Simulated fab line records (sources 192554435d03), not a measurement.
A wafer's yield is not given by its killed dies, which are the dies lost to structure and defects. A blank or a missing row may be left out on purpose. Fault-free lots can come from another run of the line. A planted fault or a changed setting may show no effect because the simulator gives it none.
Struck lot and sound lot, side by side || flow n5_finfet || 37 steps out of a route of 1938
Sound: these wafers, L711.3, L711.5, L711.6. Struck: wafer L727.6 (left out: L727.3, a lot-mate that was not struck); the cause follows at the end.
Order at every step that has rows: each side's tool, ch and its chambers, its first start. Under that, the readings that differ: sound wafers || struck wafers || difference of the means || sigmas: that difference in standard deviations of wafers without a fault.
alike: words and numbers the same on both sides, and readings whose means are apart by under 2 such deviations; not compared: readings that were withheld, readings missing a value for some wafer, numbers with overlapping values and no deviation given by the record, and bounds like >300 which may hide the same value.
A row with sigmas, a row that says differs or no value, or rows on one side alone: a step with any of these is where the two part. Numbers that have no deviation but don't overlap get no sigmas and don't part them. A reading that every wafer of one side lacks parts them only if that side has two wafers or more.

first, 9 steps without rows for these wafers: N5_WELL_APT_DESCUM_30 (chemistry O2, time 7.9 s); N5_WELL_APT_IMPLANT_31; N5_WELL_APT_IMPLANT_32; N5_WELL_APT_STRIP_33 (strips in SPM, time 900 s); N5_WELL_APT_RTA_34 (time 10 s); N5_WELL_APT_OXIDE_STRIP_42 (strips SiO2 in dHF, time 45 s, target depth 12 nm); N5_WELL_APT_PRECLEAN_36 (cleans in O3/DIW, time 45 s); N5_WELL_APT_PRECLEAN_39 (cleans in dHF, time 60 s); N5_WELL_APT_SRD_37 (time 30 s).
N5_WELL_APT_EPI_41: deposits Si from SiH4/H2, target thk 50 nm, time 297.7 s.
  sound on epi_rpcvd-02 ch 0, day 1 22:42; struck on epi_rpcvd-02 ch 0, day 5 22:55
{"reading": "model.Si_of_WELL_APT_EPI_41.thk_nm (nm)", "sound": "49.06 49.54 50.02", "struck": 61.19, "difference": "+11.65", "sigmas": ""}
  alike: lamp_inner_pct, throttle_valve_pct
then, 24 steps without rows for these wafers: N5_PMOS_HMC_CHANNEL_EPI_HM_DEP_34 (deposits SiO2 from TEOS/O2, target thk 36 nm, time 6.9 s); N5_PMOS_HMC_CHANNEL_EPI_COAT_31 (time 60 s, resist thk 66 nm); N5_PMOS_HMC_CHANNEL_EPI_COAT_03 (resist thk 205 nm); N5_PMOS_HMC_CHANNEL_EPI_EBR_05; N5_PMOS_HMC_CHANNEL_EPI_SOFTBAKE_04 (time 60 s); N5_PMOS_HMC_CHANNEL_EPI_EXPOSE_06 (exposes mask PMOS HMC BLK, target cd 240 nm); N5_PMOS_HMC_CHANNEL_EPI_PEB_07 (peb time 60 s); N5_PMOS_HMC_CHANNEL_EPI_DEVELOP_08 (develop time 30 s); N5_PMOS_HMC_CHANNEL_EPI_DESCUM_14 (chemistry O2, time 7.9 s); N5_PMOS_HMC_CHANNEL_EPI_ETCH_32 (etches BARC in N2/H2, stops on SiO2, target depth 85.8 nm, time 50.3 s); N5_PMOS_HMC_CHANNEL_EPI_HM_OPEN_15 (chemistry CHF3/O2, target SiO2, target depth 40.6 nm, time 20.3 s); N5_PMOS_HMC_CHANNEL_EPI_STRIP_33 (strips in N2/H2); N5_PMOS_HMC_CHANNEL_EPI_STRIP_17 (strips in SPM, time 750 s); N5_PMOS_HMC_CHANNEL_EPI_ETCH_38 (etches SiO2 in CF4, target depth 1.5 nm); N5_PMOS_HMC_CHANNEL_EPI_FIN_RECESS_16 (chemistry HBr/Cl2, target Si, target depth 54 nm, time 18 s); N5_PMOS_HMC_CHANNEL_EPI_PRECLEAN_36 (cleans in O3/DIW, time 45 s); N5_PMOS_HMC_CHANNEL_EPI_PRECLEAN_18 (cleans in DHF, time 30 s); N5_PMOS_HMC_CHANNEL_EPI_SRD_19 (time 30 s); N5_PMOS_HMC_CHANNEL_EPI_EPI_20 (deposits SiGe30, target thk 59 nm); N5_PMOS_HMC_CHANNEL_EPI_HM_STRIP_35 (strips SiO2 in dHF, material SiO2, target depth 39.6 nm, time 216 s); N5_PMOS_HMC_CHANNEL_EPI_SRD_39 (time 30 s); N5_PMOS_HMC_CHANNEL_EPI_CMP_21 (polishes SiGe30, target thk 54 nm); N5_PMOS_HMC_CHANNEL_EPI_PRECLEAN_40 (cleans in DHF, time 30 s); N5_PMOS_HMC_CHANNEL_EPI_PRECLEAN_37 (cleans in O3/DIW, time 45 s).
N5_SD_EPI_N_STRIP_18: strips in SPM, time 750 s.
  sound on wet_bench-01 ch 1,3,7, day 3 12:43; struck on wet_bench-04 ch 3, day 7 09:13
{"reading": "bath_guard_temp_C (C)", "sound": "130.8 130.3 130.0", "struck": 129.1, "difference": -1.3, "sigmas": -2}
{"reading": "model.Si_of_WELL_APT_EPI_41.thk_nm (nm)", "sound": "8.6 9 9.6", "struck": 19.4, "difference": "+10.3", "sigmas": ""}
  alike: temp_c
-- here the record skips 5 days between the struck wafers' starts before and after, leaving off in module SD_EPI_N and picking up in module BEOL_M4 (first step shown: number 1111 of the route) --
N5_BEOL_M4_RC_MEAS_101:
  sound on prober-02 ch 0, day 8 22:38; struck on prober-02 ch 0, day 12 08:31
{"reading": "CJ_N", "sound": "4.26 4.22 4.27", "struck": 2.76, "difference": -1.49, "sigmas": -14}
{"reading": "CJ_P", "sound": "5.67 5.68 5.71", "struck": 4.49, "difference": -1.20, "sigmas": -7}
{"reading": "RS_NWELL (ohm/sq)", "sound": "1040 1048 1031", "struck": 1020, "difference": -20, "sigmas": -4}
{"reading": "RS_PWELL (ohm/sq)", "sound": "3030 2998 2999", "struck": 2818, "difference": -191, "sigmas": -10}
{"reading": "VT_N (mV)", "sound": "248 250 250", "struck": 258, "difference": "+9", "sigmas": "+2"}
  alike: DIBL_N, DIBL_P, IOFF_N, IOFF_P, ION_N, ION_P, SS_N, SS_P, VT_P
N5_PASSIVATION_PROBE_49:
  sound wafers here have rows in the record (prober-01, day 13 05:25); struck ones have none

## WHERE THEY PART
At N5_SD_EPI_N_STRIP_18 first; at N5_PASSIVATION_PROBE_49 last (within this record only).

WHY: what had been put in by the simulator
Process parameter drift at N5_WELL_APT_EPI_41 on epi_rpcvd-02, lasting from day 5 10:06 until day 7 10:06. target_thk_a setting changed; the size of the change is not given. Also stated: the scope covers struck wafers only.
